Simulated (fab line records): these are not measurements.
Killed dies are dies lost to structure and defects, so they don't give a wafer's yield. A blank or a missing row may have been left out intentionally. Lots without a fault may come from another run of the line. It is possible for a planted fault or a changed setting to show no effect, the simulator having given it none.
Which tool was responsible? ; flow nandHarc ; 13 lots with 39 wafers sampled at 6 steps, on a route of 1159 steps

## WHAT EACH GAUGE READ, for each wafer
NHARC_P_BONDPAD_THK_MEAS_20: measures by xrf.
lot;measured;on;thkNm (nm)
L615;day 6 03:30;filmMetro-02;159.0 160.7 161.9
L616;day 6 21:13;filmMetro-01;161.2 161.3 162.1
L618;day 6 23:22;filmMetro-02;162.9 159.3 161.3
L619;day 7 20:54;filmMetro-02;161.1 159.4 162.4
L620;day 7 21:37;filmMetro-02;161.4 160.6 162.6
L622;day 8 12:16;filmMetro-02;161.8 159.3 159.9
L623;day 8 18:38;filmMetro-01;160.6 159.2 159.0
L624;day 8 19:22;filmMetro-01;159.1 158.3 159.3
L625;day 9 00:34;filmMetro-02;159.9 159.9 158.3
L628;day 9 15:01;filmMetro-01;162.5 161.1 162.3
L633;day 10 22:20;filmMetro-02;161.2 164.5 163.4
L634;day 10 22:56;filmMetro-01;160.7 159.9 160.9
L637;day 11 21:24;filmMetro-02;161.8 163.0 163.0

NHARC_A_START_INSPECT_01.
lot;measured;on;rawDefectCount
L615;day 6 04:12;defectInspect-01;6 2 3
L616;day 6 21:53;defectInspect-02;3 1 4
L618;day 7 00:02;defectInspect-02;4 4 2
L619;day 7 21:39;defectInspect-01;4 9 4
L620;day 7 22:20;defectInspect-02;4 5 3
L622;day 8 12:57;defectInspect-02;4 3 5
L623;day 8 19:19;defectInspect-02;6 2 4
L624;day 8 20:02;defectInspect-02;7 2 6
L625;day 9 01:16;defectInspect-01;6 1 3
L628;day 9 15:43;defectInspect-02;6 3 3
L633;day 10 23:02;defectInspect-02;4 0 4
L634;day 10 23:36;defectInspect-01;3 1 3
L637;day 11 22:07;defectInspect-02;3 4 3

NHARC_A_ONON_D1_THK_MEAS_02: measures by ellipsometry.
lot;measured;on;thkNm (nm)
L615;day 7 04:16;filmMetro-02;999 998 997
L616;day 7 21:26;filmMetro-02;1007 1007 1007
L618;day 7 21:26;filmMetro-01;990 991 990
L619;day 8 21:17;filmMetro-01;1002 1002 1001
L620;day 8 21:17;filmMetro-02;994 994 992
L622;day 9 16:32;filmMetro-01;996 994 993
L623;day 9 16:46;filmMetro-02;994 995 995
L624;day 9 16:32;filmMetro-02;1005 1006 1003
L625;day 10 01:16;filmMetro-01;1001 1001 1682
L628;day 10 17:00;filmMetro-01;1001 1002 1685
L633;day 11 21:25;filmMetro-01;1001 1001 1002
L634;day 11 21:23;filmMetro-02;997 996 996
L637;day 12 21:25;filmMetro-02;1001 1000 1001

NHARC_END_SORT_01.
lot;measured;on;killedAtArray;killedAtOther;killedAtPeriphery;killedDies;killedOpen;killedShort
L622;day 21 14:46;prober-02;23 28 17;0 0 0;4 7 3;27 35 20;2 5 5;5 2 0
L625;day 21 22:43;prober-01;39 36 671;1 0 1;5 3 5;45 39 677;4 4 5;1 0 4
L628;day 22 14:16;prober-02;32 26 675;1 3 1;2 1 1;35 30 677;6 3 2;2 2 3

## WHAT TOOL EACH LOT RAN ON (gives the tool, then ch and the chambers of the sampled wafers, and finally the start)
lot;NHARC_A_ZERO_WELL_DESCUM_12;NHARC_A_ONON_D1_DEP_00
L615;rieDiel-11 ch 1,2, day 6 05:12;pecvdOnon-02 ch 0, day 7 03:52
L616;rieDiel-09 ch 0,1, day 6 22:54;pecvdOnon-01 ch 0, day 7 20:59
L618;rieDiel-09 ch 0,2, day 7 01:04;pecvdOnon-02 ch 0, day 7 20:59
L619;rieDiel-02 ch 1,3, day 7 22:32;pecvdOnon-01 ch 0, day 8 20:50
L620;rieDiel-09 ch 0,1,2, day 7 23:22;pecvdOnon-03 ch 0, day 8 20:46
L622;rieDiel-02 ch 0,2,3, day 8 13:54;pecvdOnon-03 ch 0, day 9 16:02
L623;rieDiel-02 ch 0,1,2, day 8 20:20;pecvdOnon-01 ch 0, day 9 16:19
L624;rieDiel-11 ch 0,1,2, day 8 21:04;pecvdOnon-02 ch 0, day 9 16:02
L625;rieDiel-02 ch 0,1,2, day 9 02:16;pecvdOnon-01 ch 0, day 10 00:46
L628;rieDiel-09 ch 1,2,3, day 9 16:38;pecvdOnon-01 ch 0, day 10 16:28
L633;rieDiel-02 ch 0,1,2, day 11 00:02;pecvdOnon-03 ch 0, day 11 20:54
L634;rieDiel-11 ch 1,3, day 11 00:37;pecvdOnon-02 ch 0, day 11 20:53
L637;rieDiel-11 ch 0,3, day 11 23:08;pecvdOnon-03 ch 0, day 12 20:54
- NHARC_A_ZERO_WELL_DESCUM_12: chemistry O2, time 3 s.
- NHARC_A_ONON_D1_DEP_00: target thk 1000 nm.

## AS READ BY THE TOOLS THEMSELVES (means over the sampled wafers that have a number; for cases with no such wafer, the mark the record gives instead)
NHARC_A_ZERO_WELL_DESCUM_12.
lot;tool;drypumpMotorCurrentA (A);oesProductAu (a.u.);rfVppV (V);showerheadPlenumPTorr (Torr);throttleValvePct (%)
L615;rieDiel-11;5.6;1.003;56.8;1.97;11.316
L616;rieDiel-09;5.7;1.010;58.0;1.88;11.316
L618;rieDiel-09;5.6;1.006;57.2;1.85;11.315
L619;rieDiel-02;6.0;1.003;57.8;1.91;11.316
L620;rieDiel-09;5.9;1.002;58.3;1.90;11.314
L622;rieDiel-02;6.1;1.002;58.3;1.99;11.303
L623;rieDiel-02;6.4;1.012;57.2;2.00;11.311
L624;rieDiel-11;5.7;0.996;57.4;1.91;11.312
L625;rieDiel-02;6.4;1.006;58.2;2.00;11.305
L628;rieDiel-09;6.2;1.002;57.9;1.97;11.314
L633;rieDiel-02;6.4;1.008;58.2;2.00;11.312
L634;rieDiel-11;5.8;0.997;57.7;2.00;11.325
L637;rieDiel-11;5.9;1.002;57.7;1.88;11.314

## THE ANSWER, worked out from the rows above alone
Rule: what is usual is taken from the lots themselves. Put in order of their means at a reading, lots are off if they are a third of the lots or fewer, leave a main group of 4 or more, and stand apart from it by a gap of 3 or more times the standard deviation of the main group's means; of several such gaps the widest counts. Not used: any main group whose means are identical at the precision the tables above print for the reading. Also off: a lot with no number at a reading for which 4 or more lots have one. Where the step has rows for the other lots, those lots are counted as sound. First the gauges in route order, then the tools' own readings, where a lot's mean is used as printed above. At the first step where some lot is off, the reading lying furthest off is the one used; lots without a number count as furthest.
Off, at NHARC_A_ONON_D1_THK_MEAS_02 on thkNm: L625, L628. Main group: mean 998 nm, sd 4.9.
A tool fits if, at a process step before that reading, it ran every lot that is off, and no sound lot after the first of them. Those tools and the gauges at NHARC_A_ONON_D1_THK_MEAS_02 are tried in the same way. One candidate fits, namely pecvdOnon-01 at NHARC_A_ONON_D1_DEP_00. A fault onset in the window from L623 (day 9 16:19, its last sound lot) to L625 (day 10 00:46, its first lot off) fits.

## WHAT WAS PUT IN BY THE SIMULATOR
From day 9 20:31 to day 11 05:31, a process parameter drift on pecvdOnon-01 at NHARC_A_ONON_D1_DEP_00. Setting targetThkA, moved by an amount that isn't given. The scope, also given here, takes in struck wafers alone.
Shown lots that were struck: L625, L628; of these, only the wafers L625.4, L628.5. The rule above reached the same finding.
